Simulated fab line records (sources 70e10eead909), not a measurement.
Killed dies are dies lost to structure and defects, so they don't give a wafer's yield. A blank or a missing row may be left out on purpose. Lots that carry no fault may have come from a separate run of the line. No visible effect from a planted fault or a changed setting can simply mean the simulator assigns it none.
Code-filled problem report in 8D (eight disciplines) form | flow nandHarc | the parts of the form that need people (team, actions taken, sign-off) are left out

## 1. THE ISSUE
thkNm at NHARC_A_ONON_D2_THK_MEAS_24 reads a mean of 1534 nm on 6 wafers of 2 lots; wafers without a fault read 1002 nm with a standard deviation of 8.4. Relative to the usual mean, that is a shift of +63 standard deviations.
The step: measures by ellipsometry.
Seen first at day 14 14:02 on filmMetro-01, wafer L368.3. The record has a number at this step for 36 wafers belonging to 12 lots. By rule, "out" or "out of limits" means more than 4 standard deviations away from the usual mean. The other wafers with a number count as sound.

## 2. WHAT IT IS; WHAT IT IS NOT
question                    | is                         | is not
which readings at this step | thkNm                      | -
which lots                  | L368, L369                 | L365, L366, L367, L379, L380, L382, L383, L384, L385, L387
which wafers of those lots  | all that have a number     | -
read on which gauges        | filmMetro-01, filmMetro-02 | -
when                        | from day 14 14:02          | up to then (9 sound wafers); but 21 sound wafers of L379, L380, L382, L383, L384, L385, L387 came after

## 3. THE SUSPECTS, EACH WITH WHAT RULES IT OUT
Counting: a tool at any process step up to the reading remains a suspect when it ran all the lots that are out and ran no sound lot after the first of those.
- ruled out: the gauge at NHARC_A_ONON_D2_THK_MEAS_24. 2 gauges (filmMetro-01, filmMetro-02) read the wafers that are out.
- harEtch-02 at NHARC_A_CHANNEL_HOLE_D1_ETCH_33 (etches the open film in C4F8/O2/Ar, time 90 s, target depth 400 nm): ruled out as a lasting fault. The sound lots L380, L385, L387 went through it after L368, its earliest lot that is out (day 10 07:58).
- pecvdOnon-01 at NHARC_A_ONON_D2_DEP_22 (target thk 1000 nm): ruled out as a lasting fault. The sound lots L379 went through it after L368, its earliest lot that is out (day 14 13:38).
Left after counting: nothing in the record.

## 4. THE CAUSE (what the simulator had put in)
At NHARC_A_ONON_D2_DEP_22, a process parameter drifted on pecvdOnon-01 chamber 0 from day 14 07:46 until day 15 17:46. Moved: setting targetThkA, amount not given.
The count ruled it out by mistake, since the rule takes a fault to strike every lot its tool runs from the start of the fault on, and this one did not do so.

## 5. SEQUENCE OF EFFECTS, ordered by route
Each row: a reading whose mean over the struck wafers that have a number lies more than 3 standard deviations from the usual. Readings are gone through only where the record gives a usual standard deviation; hours: the median, over the lots, of the time from a lot's start at the first step in this table giving one to that lot's start at this step; sigmas: the change measured in usual standard deviations.
hours | step                        | reading       | usual   | on struck wafers | change | sigmas
0     | NHARC_A_ONON_D2_THK_MEAS_24 | thkNm         | 1002 nm | 1534             | +532   | +63
280   | NHARC_END_SORT_01           | killedAtArray | 46      | 672              | +626   | +39
280   | NHARC_END_SORT_01           | killedDies    | 51      | 677              | +626   | +37

## 6. WHAT WOULD HAVE CAUGHT IT SOONER
Counted from the fault's start at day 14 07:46, it took 6 hours until the first out-of-limits reading at a measuring or inspecting step in this record, taken at day 14 14:02.
